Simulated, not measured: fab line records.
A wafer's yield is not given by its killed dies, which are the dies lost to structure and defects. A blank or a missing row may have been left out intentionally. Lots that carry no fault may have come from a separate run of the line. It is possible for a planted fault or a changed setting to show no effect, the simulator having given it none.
The tool behind it: which one? / flow n5Finfet / Sampling: 12 lots, 36 wafers, 2 of 1938 route steps

WHAT THE GAUGES SHOWED, per wafer
N5_BEOL_M2_CD_MEAS_35: target cd 18 nm, target cd y 22.2 nm.
lot=L074; measured=day 7 00:41; on=cdSem-02; cdNm (nm)=18.1 17.8 18.0
lot=L077; measured=day 7 17:23; on=cdSem-03; cdNm (nm)=18.6 18.0 18.4
lot=L079; measured=day 8 02:30; on=cdSem-02; cdNm (nm)=18.3 18.5 18.2
lot=L081; measured=day 8 20:49; on=cdSem-03; cdNm (nm)=17.8 17.9 17.7
lot=L083; measured=day 9 05:16; on=cdSem-02; cdNm (nm)=18.5 17.7 18.0
lot=L085; measured=day 9 09:35; on=cdSem-03; cdNm (nm)=18.0 17.7 18.3
lot=L088; measured=day 10 05:06; on=cdSem-03; cdNm (nm)=18.1 18.0 17.7
lot=L089; measured=day 10 17:31; on=cdSem-01; cdNm (nm)=17.7 18.1 18.1
lot=L091; measured=day 10 17:19; on=cdSem-02; cdNm (nm)=18.2 17.6 17.9
lot=L093; measured=day 11 10:34; on=cdSem-03; cdNm (nm)=17.8 18.4 17.4
lot=L095; measured=day 12 03:46; on=cdSem-02; cdNm (nm)=18.6 18.0 17.8
lot=L096; measured=day 12 20:35; on=cdSem-03; cdNm (nm)=18.8 18.2 18.4

TOOL THAT RAN EACH LOT (tool first, then ch and the chambers of the sampled wafers, then the start)
lot=L074; N5_BEOL_M2_ETCH_77=rieDiel-06 ch 0,2,3, day 6 23:31
lot=L077; N5_BEOL_M2_ETCH_77=rieDiel-03 ch 0,1,3, day 7 15:06
lot=L079; N5_BEOL_M2_ETCH_77=rieDiel-03 ch 1,2,3, day 7 18:17
lot=L081; N5_BEOL_M2_ETCH_77=rieDiel-03 ch 1,3, day 8 13:22
lot=L083; N5_BEOL_M2_ETCH_77=rieDiel-03 ch 0,2,3, day 8 22:34
lot=L085; N5_BEOL_M2_ETCH_77=rieDiel-06 ch 0,2,3, day 9 06:38
lot=L088; N5_BEOL_M2_ETCH_77=rieDiel-03 ch 0,3, day 9 23:41
lot=L089; N5_BEOL_M2_ETCH_77=rieDiel-03 ch 0,1,3, day 10 06:46
lot=L091; N5_BEOL_M2_ETCH_77=rieDiel-02 ch 0,2,3, day 10 15:41
lot=L093; N5_BEOL_M2_ETCH_77=rieDiel-03 ch 0,1,3, day 11 04:49
lot=L095; N5_BEOL_M2_ETCH_77=rieDiel-02 ch 1,3, day 11 17:40
lot=L096; N5_BEOL_M2_ETCH_77=rieDiel-02 ch 1,2,3, day 12 19:28
- N5_BEOL_M2_ETCH_77: etches underlayer in N2/H2, target depth 6.5 nm, time 5.2 s.

THE ANSWER, worked out from the rows above alone
Rule: the lots themselves supply what counts as usual. Put in order of their means at a reading, lots are off if they are a third of the lots or fewer, leave a main group of 4 or more, and stand apart from it by a gap of 3 or more times the standard deviation of the main group's means; of several such gaps the widest counts. A main group whose means are all the same, to the digits that the tables above print for the reading, isn't used. A lot without any number at a reading at which 4 lots or more have one is off too. All remaining lots with rows at the step are treated as sound.
Across all readings shown, no lot is off: no conclusion can be drawn from this.

WHAT THE SIMULATOR HAD PUT IN
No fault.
